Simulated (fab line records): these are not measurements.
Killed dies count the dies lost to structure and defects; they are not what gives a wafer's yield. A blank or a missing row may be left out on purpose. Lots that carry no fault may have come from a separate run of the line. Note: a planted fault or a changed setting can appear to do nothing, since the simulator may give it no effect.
Matching of chambers || flow n5_finfet || N5_BEOL_M15_ETCH_59 on rie_diel-06 has 4 sister chambers
The step etches BARC in N2/H2, target depth 89 nm, overetch 26.7 nm, time 67.9 s. 4 wafers are shown with their chamber, then 7 later ones without.

WAFERS PAIRED WITH THEIR CHAMBERS
{"wafer": "L076.5", "chamber": 0, "drypump_motor_current_A (A)": 5.76}
{"wafer": "L084.2", "chamber": 1, "drypump_motor_current_A (A)": 6.47}
{"wafer": "L084.6", "chamber": 2, "drypump_motor_current_A (A)": 6.02}
{"wafer": "L091.5", "chamber": 3, "drypump_motor_current_A (A)": 5.81}

WAFERS WITHOUT THEIR CHAMBER
{"wafer": "L091.6", "drypump_motor_current_A (A)": 6.06}
{"wafer": "L095.3", "drypump_motor_current_A (A)": 6.04}
{"wafer": "L095.4", "drypump_motor_current_A (A)": 5.80}
{"wafer": "L095.5", "drypump_motor_current_A (A)": 6.06}
{"wafer": "L097.1", "drypump_motor_current_A (A)": 5.76}
{"wafer": "L097.2", "drypump_motor_current_A (A)": 6.51}
{"wafer": "L097.6", "drypump_motor_current_A (A)": 6.03}

EACH ONE'S CHAMBER
{"wafer": "L091.6", "from the rows above": 2, "in truth": 2}
{"wafer": "L095.3", "from the rows above": 2, "in truth": 2}
{"wafer": "L095.4", "from the rows above": "can't be placed: 3 or 0", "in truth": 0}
{"wafer": "L095.5", "from the rows above": 2, "in truth": 2}
{"wafer": "L097.1", "from the rows above": "can't be placed: 0 or 3", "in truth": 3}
{"wafer": "L097.2", "from the rows above": 1, "in truth": 1}
{"wafer": "L097.6", "from the rows above": 2, "in truth": 2}
Correct placement for 5 of the 7. From these rows, 2 cannot be placed; in 2 the true chamber is one of the candidates. Wrongly placed: 0.
How it was worked out, from the rows above alone: a wafer's distance from a chamber is the root of the sum, over the readings, of the square of ((its reading less the chamber's mean) divided by the reading's scatter). The wafer belongs to the nearest chamber; if the next one is less than 2 further off, it can't be placed. Each chamber's mean is taken over the wafers shown for it. The scatter: with one shown wafer a chamber, the root of the mean of the squares of how far each hidden wafer lies from its nearest shown one.
